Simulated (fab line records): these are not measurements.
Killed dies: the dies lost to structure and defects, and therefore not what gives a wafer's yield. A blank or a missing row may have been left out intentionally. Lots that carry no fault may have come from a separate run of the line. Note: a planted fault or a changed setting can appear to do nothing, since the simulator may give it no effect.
fab line records	flow nand-harc
record: lots: 11	wafers: 33	last-day: 33
route steps=1302 shown A_CONTACT@1056 END@1302
lots untouched by any fault: they come from a run of this same line in which no faults occurred
start-h: hours from the record's first day to the start of the lot's first wafer shown	wait-h: hours since the lot's step before	" the same as in the row above	L1.1+2: a row that stands for several wafers	- no value, or no start was given	* or withheld: withheld	< > ~ a bound
route shown NAME@n: names a module that has steps shown in the file, with the first one's number in the route	usual: mean/standard deviation of fault-free wafers	same: alike in all rows	chamber/n: place in a boat	sites: each site's reading	_std_site: the values' standard deviation	_edge_site: mean of outer sites minus mean of inner sites	radius-mm: how far each site lies from the wafer's centre	mask NAME#n: copy n	behind: the last tool/chamber to shape the wafer	hold: the reason the lot was held/the length of the hold in hours/how it ended	device: the n, p or np transistor that did not switch	end of line: tests run on the same wafers once the route is complete	a step given without rows: its recipe and nothing more	killed: at the first sort, the dies lost to defects and structure; wafer yield is something else	map: a wafer's dies, marking killed ones x, the rest . and places with no die _
set.NAME: the setting that was run; set.NAME@STEP: the one run at that earlier step	model.NAME: the simulator's own value behind a step, which no gauge read
the route's steps for a sample of lots (tables are steps, rows are wafers)
services: when a tool's chamber went out of use (start-h, in hours from the record's first day, below 0 if earlier), for how many hours, and the reason
== steps ==
step: NHARC_A_CONTACT_ETCH_133
recipe: source-w: withheld	pressure-mtorr: 20	bias-v: 400	time-s: 374	target-depth-a: 16100	ar-flow-sccm: withheld	c4f8-flow-sccm: 11.5	o2-flow-sccm: 7.2	chemistry: C4F8/O2/Ar
usual: run-length-s: 405.5/0.43
lot.wafer	tool	chamber	start-h	wait-h	rf-hours-counter-h	run-length-s
L171.1	har-cap-etch-01	0	571.00	0.1	8	405.5
L171.4	"	1	"	"	-	405.8
L171.6	"	1	"	"	-	406.1
L170.3	har-cap-etch-03	1	579.02	0.2	-	405.7
L170.4	"	0	"	"	-	405.0
L170.5	"	0	"	"	-	404.8
L172.1	har-cap-etch-01	1	588.29	0.2	14	405.5
L172.3	"	1	"	"	-	405.8
L172.5	"	1	"	"	-	405.7
L178.1	har-cap-etch-01	0	649.03	0.2	23	405.9
L178.3	"	1	"	"	-	406.2
L178.6	"	1	"	"	-	405.8
L177.1	har-cap-etch-02	0	650.23	0.2	109	405.5
L177.6	"	1	"	"	-	405.4
L177.5	"	0	"	"	-	405.4
L179.2	har-cap-etch-03	1	654.15	0.2	70	405.8
L179.3	"	1	"	"	-	406.0
L179.5	"	0	"	"	-	404.7
L182.1	har-cap-etch-02	0	671.82	0.1	115	405.6
L182.2	"	1	"	"	115	405.2
L182.5	"	0	"	"	-	405.7
L184.3	har-cap-etch-01	1	693.94	0.2	-	406.3
L184.4	"	0	"	"	-	405.2
L184.6	"	1	"	"	-	405.5
L183.2	har-cap-etch-02	0	697.70	0.2	120	405.2
L183.4	"	1	"	"	-	405.2
L183.5	"	0	"	"	-	405.7
L185.3	har-cap-etch-02	0	728.44	0.2	-	405.3
L185.6	"	0	"	"	-	405.4
L185.5	"	1	"	"	-	405.3
L186.2	har-cap-etch-01	1	729.57	0.1	37	405.8
L186.1	"	0	"	"	37	405.5
L186.5	"	1	"	"	-	405.4
step: NHARC_A_CONTACT_ETCH_106
recipe: target-depth-a: 900	overetch-a: 90	time-s: 49.5	ion-energy-ev: 100	cf4-flow-sccm: 80	o2-flow-sccm: 20	ar-flow-sccm: 0	rf-w: 300	bias-w: 100	chemistry: CF4/O2
usual: bias-w: 99.98/0.28	drypump-motor-current-A: 5.7/0.43	o2-flow-sccm: 20.00/0.058	oes-product-au: 0.994/0.012	rf-vpp-V: 197.3/1.2	run-length-s: 71.0/0.39	showerhead-plenum-p-Torr: 1.31/0.046	throttle-valve-pct: 13.397/0.01
lot.wafer	tool	chamber	start-h	wait-h	bias-w	drypump-motor-current-A	o2-flow-sccm	oes-product-au	rf-hours-counter-h	rf-vpp-V	run-length-s	showerhead-plenum-p-Torr	throttle-valve-pct
L171.1	rie-diel-06	0	572.37	0.1	100.24	6.2	19.97	0.986	12	195.5	71.2	1.27	13.391
L171.6	"	0	"	"	100.39	6.1	20.04	0.984	-	195.2	71.4	1.27	13.407
L171.4	"	1	"	"	99.78	4.9	19.98	0.975	-	198.7	70.9	1.30	13.388
L170.3	rie-diel-13	0	580.24	0.1	99.77	5.9	20.11	0.993	18	200.1	70.5	1.36	13.395
L170.4	"	1	"	"	99.65	5.5	20.01	0.979	19	197.9	71.3	1.37	13.414
L170.5	"	1	"	"	99.91	5.6	20.09	0.980	-	197.5	71.4	1.37	13.406
L172.1	rie-diel-01	1	589.52	0.1	99.83	5.7	20.02	1.034	9	197.9	71.0	1.37	13.406
L172.3	"	0	"	"	99.71	5.9	19.98	0.987	10	198.7	70.5	1.34	13.406
L172.5	"	2	"	"	100.46	5.9	20.09	1.006	-	195.7	70.8	1.30	13.409
L178.3	rie-diel-06	2	650.26	0.1	99.83	5.8	20.07	0.969	21	196.9	71.1	1.28	13.399
L178.1	"	0	"	"	100.11	6.1	20.05	0.990	29	194.9	71.1	1.27	13.401
L178.6	"	2	"	"	100.31	5.8	19.96	0.981	-	195.8	71.3	1.28	13.405
L177.1	rie-diel-06	0	652.03	0.1	99.47	6.2	20.01	0.990	30	197.1	71.1	1.27	13.380
L177.6	"	3	"	"	99.57	5.9	20.04	0.997	-	196.3	70.9	1.31	13.384
L177.5	"	0	"	"	99.71	6.2	20.03	0.995	-	194.8	71.1	1.27	13.400
L179.2	rie-diel-06	3	655.59	0.0	100.18	5.9	20.05	1.000	30	196.5	70.6	1.31	13.400
L179.3	"	2	"	"	99.65	5.8	19.96	0.981	23	195.2	70.8	1.28	13.399
L179.5	"	0	"	"	99.98	6.1	19.99	0.982	-	196.2	71.5	1.27	13.384
L182.2	rie-diel-13	3	673.16	0.1	100.04	5.1	19.95	0.998	46	195.3	70.6	1.25	13.407
L182.1	"	1	"	"	99.43	5.5	20.02	0.983	48	198.6	71.6	1.36	13.416
L182.5	"	3	"	"	99.55	5.1	19.97	0.992	-	196.3	71.2	1.25	13.411
L184.3	rie-diel-13	3	695.16	0.1	100.11	5.1	20.10	0.980	51	196.9	70.4	1.24	13.393
L184.4	"	0	"	"	100.38	5.9	19.92	0.997	51	197.5	70.1	1.35	13.402
L184.6	"	0	"	"	100.27	5.9	19.87	0.996	-	198.0	70.5	1.35	13.386
L183.2	rie-diel-06	3	698.93	0.1	100.08	5.9	20.00	0.975	5	198.1	70.5	1.31	13.409
L183.4	"	0	"	"	99.73	6.1	20.06	0.992	5	198.1	71.5	1.27	13.378
L183.5	"	2	"	"	100.26	5.8	19.96	0.990	-	197.5	70.8	1.28	13.395
L185.3	rie-diel-06	1	729.60	0.1	100.46	4.8	20.04	0.996	7	196.2	70.6	1.29	13.404
L185.6	"	3	"	"	99.60	5.9	20.02	0.982	-	197.6	71.1	1.31	13.390
L185.5	"	0	"	"	100.00	6.1	20.11	1.005	-	196.4	71.6	1.26	13.409
L186.2	rie-diel-06	1	730.93	0.1	99.66	4.8	20.13	0.989	7	196.9	70.6	1.29	13.403
L186.1	"	2	"	"	100.49	5.8	20.00	0.996	10	196.4	70.8	1.28	13.385
L186.5	"	0	"	"	99.80	6.1	19.94	1.002	-	196.6	71.3	1.27	13.393
step: NHARC_A_CONTACT_DEP_84
recipe: target-thk-a: 28000	temp-c: 400	material: aC
usual: throttle-valve-pct: 35.000/0.0082
lot.wafer	tool	chamber	start-h	wait-h	throttle-valve-pct
L171.1	acl-dep-03	0	577.84	-	34.976
L171.4	"	0	"	"	35.012
L171.6	"	0	"	"	35.016
L170.3	acl-dep-01	0	581.56	-	35.001
L170.4	"	0	"	"	34.988
L170.5	"	0	"	"	35.001
L172.1	acl-dep-02	0	591.07	-	35.004
L172.3	"	0	"	"	35.009
L172.5	"	0	"	"	34.992
L178.1	acl-dep-01	0	650.92	-	35.000
L178.3	"	0	"	"	34.979
L178.6	"	0	"	"	34.998
L177.1	acl-dep-03	0	654.42	-	34.999
L177.5	"	0	655.58	-	34.997
L177.6	"	0	"	"	34.995
L179.2	acl-dep-02	0	657.06	-	35.007
L179.3	"	0	"	"	35.003
L179.5	"	0	"	"	35.000
L182.1	acl-dep-03	0	678.44	-	34.990
L182.2	"	0	"	"	35.007
L182.5	"	0	"	"	35.011
L184.3	acl-dep-01	0	696.41	-	35.001
L184.4	"	0	"	"	34.995
L184.6	"	0	"	"	35.002
L183.2	acl-dep-02	0	699.87	-	35.001
L183.4	"	0	"	"	35.004
L183.5	"	0	"	"	35.005
L185.3	acl-dep-01	0	730.83	-	34.995
L185.5	"	0	"	"	35.003
L185.6	"	0	"	"	34.997
L186.1	acl-dep-01	0	732.00	-	35.003
L186.2	"	0	"	"	35.003
L186.5	"	0	"	"	34.986
step: NHARC_A_CONTACT_ETCH_31
recipe: target-depth-a: 28000	over-etch-frac: 0.3	time-s: 728	ion-energy-ev: 150	o2-flow-sccm: 400	cos-flow-sccm: 20	ar-flow-sccm: 0	rf-w: 500	bias-w: 300	chemistry: O2/COS
usual: bias-w: 300.0/0.89	cos-flow-sccm: 20.01/0.056	drypump-motor-current-A: 5.8/0.43	o2-flow-sccm: 400.1/1.2	oes-product-au: 0.995/0.014	rf-vpp-V: 313.0/1.7	run-length-s: 749.5/0.35	showerhead-plenum-p-Torr: 3.04/0.089	throttle-valve-pct: 28.330/0.0088
same: over-etch-frac: 0.3
lot.wafer	tool	chamber	start-h	wait-h	bias-w	cos-flow-sccm	drypump-motor-current-A	o2-flow-sccm	oes-product-au	rf-hours-counter-h	rf-vpp-V	run-length-s	showerhead-plenum-p-Torr	throttle-valve-pct
L171.1	rie-diel-01	0	581.33	-	301.1	19.98	5.9	399.9	0.989	8	315.1	749.4	3.13	28.347
L171.6	"	1	"	"	301.7	19.89	5.6	399.0	1.016	-	314.0	749.6	3.19	28.336
L171.4	"	3	"	"	299.6	19.97	6.3	399.5	1.008	-	310.7	749.8	2.92	28.343
L170.3	rie-diel-01	0	584.41	-	-	19.98	5.9	399.1	0.991	9	315.4	584.4	3.13	28.336
L170.5	"	3	"	"	-	20.07	6.3	397.8	1.010	-	310.9	584.8	2.92	28.319
L170.4	"	0	"	"	-	20.05	5.9	397.2	0.979	-	315.1	584.2	3.13	28.311
L172.1	rie-diel-01	3	594.31	-	-	20.01	6.3	402.0	0.998	11	311.6	585.0	2.92	28.333
L172.3	"	1	"	"	-	20.10	5.7	399.1	1.030	9	314.4	584.4	3.19	28.335
L172.5	"	0	"	"	-	20.00	5.9	400.6	0.992	-	314.3	583.9	3.13	28.345
L178.3	rie-diel-13	2	654.24	-	300.6	20.06	6.1	400.2	1.004	43	315.9	749.8	3.27	28.330
L178.1	"	0	"	"	301.7	19.98	5.9	402.6	0.992	42	314.8	749.0	3.17	28.319
L178.6	"	1	"	"	299.6	19.95	5.6	400.4	0.988	-	316.7	749.8	3.19	28.334
L177.1	rie-diel-06	1	657.78	-	301.0	19.96	4.8	400.3	0.993	29	314.1	749.3	3.03	28.328
L177.6	"	3	"	"	299.5	20.01	5.9	400.4	0.998	-	313.6	749.1	3.07	28.325
L177.5	"	0	"	"	298.9	19.98	6.1	398.8	0.995	-	309.7	749.6	2.97	28.324
L179.2	rie-diel-06	2	660.07	-	299.9	20.01	5.9	400.2	0.956	24	312.8	749.9	2.99	28.317
L179.3	"	0	"	"	301.0	20.02	6.1	398.5	0.985	33	312.5	749.8	2.97	28.332
L179.5	"	2	"	"	298.9	20.07	5.8	398.5	0.964	-	312.9	749.2	2.99	28.344
L182.2	rie-diel-06	0	681.68	-	298.9	19.99	6.1	400.8	1.005	1	313.6	750.0	2.97	28.306
L182.1	"	3	"	"	300.2	20.01	5.9	402.1	0.993	1	313.4	749.0	3.07	28.337
L182.5	"	3	"	"	298.7	20.00	5.9	401.9	0.984	-	313.7	749.1	3.07	28.319
L184.4	rie-diel-01	1	699.22	-	302.1	19.97	5.7	403.9	1.020	46	314.5	749.5	3.17	28.330
L184.3	"	3	"	"	300.0	20.04	6.4	401.0	0.987	46	310.0	750.0	2.90	28.340
L184.6	"	1	"	"	299.2	20.02	5.7	400.7	1.021	-	314.6	749.4	3.17	28.324
L183.4	rie-diel-01	0	703.13	-	300.6	19.99	5.9	400.1	0.966	46	314.2	749.4	3.11	28.330
L183.2	"	1	"	"	300.1	20.05	5.7	398.8	1.016	47	316.4	749.7	3.17	28.343
L183.5	"	2	"	"	298.9	20.03	5.9	399.3	1.002	-	313.3	749.3	3.02	28.332
L185.3	rie-diel-06	0	733.68	-	300.8	19.98	6.2	399.4	0.998	9	311.5	749.9	2.96	28.337
L185.5	"	1	"	"	299.6	20.05	4.9	399.5	0.988	-	312.8	749.8	3.03	28.313
L185.6	"	2	"	"	301.2	19.98	5.9	399.6	1.010	-	311.2	749.1	2.99	28.337
L186.2	rie-diel-06	3	735.25	-	299.4	20.08	5.9	399.8	1.002	10	312.7	749.2	3.07	28.333
L186.1	"	2	"	"	298.7	20.00	5.9	398.4	1.009	11	311.8	749.5	2.99	28.325
L186.5	"	3	"	"	301.4	19.92	5.9	402.0	0.984	-	313.1	749.3	3.07	28.332
step: NHARC_END_SORT_01
recipe: temp-c: 25
usual: killed-at-array: 54/21	killed-at-other: 0.9/1.1	killed-at-periphery: 3.5/2.5	killed-dies: 58/21	killed-open: 3.3/1.9	killed-short: 2.6/1.8
same: gross-dies: 677
lot.wafer	tool	chamber	start-h	wait-h	hold	killed-at-array	killed-at-other	killed-at-periphery	killed-dies	killed-open	killed-short
L170.3	prober-02	0	640.69	3.1	await-dispo/1.7h/release	358	1	2	361	2	3
L170.4	prober-02	0	641.50	3.4	await-dispo/1.7h/release	320	0	3	323	3	5
L170.5	prober-02	0	642.30	3.7	await-dispo/1.7h/release	308	1	7	316	6	1
L172.1	prober-01	0	642.49	2.5	await-dispo/2.3h/release	313	0	4	317	3	4
L172.3	prober-01	0	644.09	3.1	await-dispo/2.3h/release	299	0	2	301	3	3
L172.5	prober-01	0	645.70	3.7	await-dispo/2.3h/release	291	1	3	295	2	3
L178.1	prober-02	0	705.47	2.5	-	58	2	2	62	3	6
L178.3	prober-02	0	707.06	3.1	-	55	2	3	60	3	3
L178.6	prober-02	0	709.44	4.0	-	62	0	3	65	5	9
L177.1	prober-01	0	705.48	2.5	-	58	2	5	65	1	1
L177.5	prober-01	0	708.70	3.7	-	53	0	13	66	5	1
L177.6	prober-01	0	709.50	4.0	-	56	1	6	63	6	5
L179.2	prober-01	0	714.07	2.8	-	46	0	10	56	4	0
L179.3	prober-01	0	714.86	3.1	-	24	0	8	32	3	2
L179.5	prober-01	0	716.45	3.7	-	54	1	3	58	2	2
L183.2	prober-01	0	756.47	2.8	-	35	2	3	40	5	3
L183.4	prober-01	0	758.06	3.4	-	32	1	2	35	2	2
L183.5	prober-01	0	758.86	3.7	-	40	0	4	44	3	5
killed by level:class
L170.3 A_CONTACT:area-etch=291 A_CHANNEL_HOLE_D2:chamber-film-flake=24 A_CHANNEL_HOLE_D1:chamber-film-flake=18 A_SLIT:chamber-film-flake=15 A_STAIRCASE:chamber-film-flake=2 A_CONTACT:chamber-film-flake=2 A_CHANNEL_HOLE_D1:geometric-particle:open=1 A_DECK1_JOINT:geometric-particle:short=1
L170.4 A_CONTACT:area-etch=242 A_CHANNEL_HOLE_D2:chamber-film-flake=25 A_CHANNEL_HOLE_D1:chamber-film-flake=21 A_SLIT:chamber-film-flake=21 A_CHANNEL_FILL_D2:geometric-particle:open=2 A_SGD_CUT:geometric-particle:short=2 P_M2:chamber-film-flake=2 A_CHANNEL_FILL_D1:geometric-particle:short=1
L170.5 A_CONTACT:area-etch=212 A_CHANNEL_HOLE_D2:chamber-film-flake=32 A_CHANNEL_HOLE_D1:chamber-film-flake=27 A_SLIT:chamber-film-flake=23 A_CONTACT:chamber-film-flake=6 A_ZERO_WELL:chamber-film-flake=3 P_CONTACT:geometric-particle:open=2 P_STI:chamber-film-flake=2
L172.1 A_CONTACT:area-etch=227 A_SLIT:chamber-film-flake=29 A_CHANNEL_HOLE_D1:chamber-film-flake=26 A_CHANNEL_HOLE_D2:chamber-film-flake=18 A_CHANNEL_FILL_D1:chamber-film-flake=3 A_STAIRCASE:chamber-film-flake=3 P_STI:chamber-film-flake=2 P_GATE:geometric-particle:open=1
L172.3 A_CONTACT:area-etch=198 A_CHANNEL_HOLE_D1:chamber-film-flake=34 A_CHANNEL_HOLE_D2:chamber-film-flake=32 A_SLIT:chamber-film-flake=24 A_CHANNEL_FILL_D1:chamber-film-flake=4 A_STAIRCASE:chamber-film-flake=2 P_M0:geometric-particle:open=1 P_M2:geometric-particle:open=1
L172.5 A_CONTACT:area-etch=215 A_CHANNEL_HOLE_D1:chamber-film-flake=29 A_CHANNEL_HOLE_D2:chamber-film-flake=20 A_SLIT:chamber-film-flake=18 A_CONTACT:chamber-film-flake=3 A_ZERO_WELL:chamber-film-flake=2 P_M0:geometric-particle:short=1 P_M0:geometric-particle:open=1
L178.1 A_CHANNEL_HOLE_D1:chamber-film-flake=32 A_SLIT:chamber-film-flake=6 A_CONTACT:chamber-film-flake=6 A_CHANNEL_FILL_D1:geometric-particle:short=2 A_STAIRCASE:chamber-film-flake=2 A_WL_FILL:chamber-film-flake=2 THIN_TSV:chamber-film-flake=2 P_M0:geometric-particle:open=1
L177.1 A_CHANNEL_HOLE_D1:chamber-film-flake=42 A_SLIT:chamber-film-flake=5 P_M1:chamber-film-flake=3 A_CHANNEL_FILL_D2:chamber-film-flake=2 A_WL_FILL:chamber-film-flake=2 A_CONTACT:chamber-film-flake=2 THIN_TSV:chamber-film-flake=2 A_CHANNEL_FILL_D2:geometric-particle:short=1
L178.3 A_CHANNEL_HOLE_D1:chamber-film-flake=38 A_SLIT:chamber-film-flake=4 A_STAIRCASE:chamber-film-flake=4 A_CHANNEL_FILL_D2:chamber-film-flake=2 A_CONTACT:chamber-film-flake=2 P_CONTACT:geometric-particle:short=1 P_CONTACT:geometric-particle:open=1 A_ONON_D1:geometric-particle:open=1
L177.5 A_CHANNEL_HOLE_D1:chamber-film-flake=30 A_CONTACT:chamber-film-flake=8 P_M1:chamber-film-flake=6 P_BONDPAD:chamber-film-flake=3 A_STAIRCASE:chamber-film-flake=3 A_SLIT:chamber-film-flake=3 P_M2:chamber-film-flake=2 A_ZERO_WELL:chamber-film-flake=2
L178.6 A_CHANNEL_HOLE_D1:chamber-film-flake=33 A_SLIT:chamber-film-flake=7 A_CONTACT:chamber-film-flake=4 A_DECK1_JOINT:chamber-film-flake=3 P_CONTACT:geometric-particle:short=2 A_SOURCE_PLATE:geometric-particle:short=2 A_ONON_D1:geometric-particle:short=2 A_SGD_CUT:geometric-particle:open=2
L177.6 A_CHANNEL_HOLE_D1:chamber-film-flake=36 A_CHANNEL_FILL_D2:chamber-film-flake=4 P_M1:chamber-film-flake=3 A_ONON_D1:geometric-particle:short=2 A_WL_FILL:geometric-particle:open=2 A_CONTACT:chamber-film-flake=2 P_M0:geometric-particle:open=1 A_ONON_D1:geometric-particle:open=1
L179.2 A_SLIT:chamber-film-flake=26 A_CHANNEL_HOLE_D2:chamber-film-flake=12 P_ZERO_WELL:chamber-film-flake=4 A_CHANNEL_HOLE_D1:chamber-film-flake=2 P_BONDPAD:chamber-film-flake=2 A_CHANNEL_FILL_D2:chamber-film-flake=2 A_CONTACT:chamber-film-flake=2 P_GATE:geometric-particle:open=1
L179.3 A_SLIT:chamber-film-flake=12 A_CHANNEL_HOLE_D1:chamber-film-flake=4 A_CHANNEL_HOLE_D2:chamber-film-flake=4 P_GATE:chamber-film-flake=3 P_BONDPAD:chamber-film-flake=3 P_CONTACT:geometric-particle:open=1 P_M0:geometric-particle:open=1 A_CHANNEL_FILL_D2:geometric-particle:short=1
L179.5 A_SLIT:chamber-film-flake=28 A_CHANNEL_HOLE_D2:chamber-film-flake=8 A_CHANNEL_HOLE_D1:chamber-film-flake=7 A_STAIRCASE:chamber-film-flake=4 P_BONDPAD:chamber-film-flake=2 A_CHANNEL_FILL_D1:geometric-particle:open=1 A_CHANNEL_FILL_D1:geometric-particle:short=1 A_CHANNEL_FILL_D2:geometric-particle:open=1
L183.2 A_CHANNEL_HOLE_D1:chamber-film-flake=10 A_SLIT:chamber-film-flake=9 A_STAIRCASE:chamber-film-flake=4 A_CHANNEL_HOLE_D2:chamber-film-flake=3 A_DECK1_JOINT:geometric-particle:open=2 A_CONTACT:chamber-film-flake=2 A_SOURCE_PLATE:geometric-particle:short=1 A_CHANNEL_HOLE_D1:geometric-particle:open=1
L183.4 A_CHANNEL_HOLE_D1:chamber-film-flake=13 A_STAIRCASE:chamber-film-flake=6 A_SLIT:chamber-film-flake=6 A_CONTACT:chamber-film-flake=3 A_ONON_D2:geometric-particle:short=1 A_CHANNEL_FILL_D2:geometric-particle:open=1 A_CHANNEL_FILL_D2:geometric-particle:short=1 STARTING-WAFER:geometric-particle:open=1
L183.5 A_CHANNEL_HOLE_D1:chamber-film-flake=16 A_SLIT:chamber-film-flake=10 A_CONTACT:chamber-film-flake=5 P_GATE:chamber-film-flake=3 A_STAIRCASE:chamber-film-flake=2 A_DECK1_JOINT:geometric-particle:short=2 P_M0:geometric-particle:open=1 A_CHANNEL_FILL_D1:geometric-particle:short=1
== services ==
tool	chamber	start-h	hours	kind
acl-dep-01	-	553.30	13.0	pm
rie-diel-06	0	566.78	-	clean
rie-diel-06	1	566.78	-	clean
rie-diel-06	2	566.78	-	clean
rie-diel-06	3	566.78	-	clean
rie-diel-01	2	573.91	10.4	repair
rie-diel-13	-	586.75	0.2	repair
rie-diel-06	0	591.28	-	clean
rie-diel-06	1	591.28	-	clean
rie-diel-06	2	591.28	-	clean
rie-diel-06	3	591.28	-	clean
acl-dep-02	-	609.28	13.0	pm
acl-dep-02	-	626.38	0.8	repair
rie-diel-01	0	630.12	3.1	repair
har-cap-etch-03	-	632.38	0.8	repair
har-cap-etch-01	-	638.77	0.6	repair
har-cap-etch-03	-	642.38	2.3	repair
rie-diel-06	-	660.48	0.3	repair
rie-diel-06	-	661.31	9.0	pm
acl-dep-03	-	665.44	13.0	pm
rie-diel-01	0	665.61	2.4	repair
rie-diel-06	1	670.89	15.1	repair
rie-diel-13	-	697.16	9.0	pm
rie-diel-01	-	734.83	9.0	pm
== key ==
first-sign: step: NHARC_A_CONTACT_ETCH_31	reading: run-length-s	direction: down	sigmas: 99+	usual: *	struck: *
effect: step: NHARC_END_SORT_01	reading: killed-at-array	direction: up	sigmas: 12	usual: 54	struck: 315
more-kills-born-at: NHARC_A_CONTACT_ETCH_31@rie-diel-01: 1385
met-at NHARC_A_CONTACT_ETCH_31
struck-lots L170,L172
tester-left-out L170,L172
not-acting-at NHARC_A_CONTACT_ETCH_133,NHARC_A_CONTACT_ETCH_106,NHARC_A_CONTACT_DEP_84
onset-between 581.33 584.41
fault: kind: process-parameter-drift	tool: rie-diel-01	chamber: -	onset-h: 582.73	steps: NHARC_A_CONTACT_ETCH_31	channel: time-s	offset: *	shape: step	end-h: 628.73	acts-in: *	stated: *
tester-left-out: of these lots the tester's yield and bins aren't shown, on N5 and GAA mostly nor the transistor test; their killed dies are dies lost to structure and defects alone, not to doping, threshold or leakage, so they don't give the yield
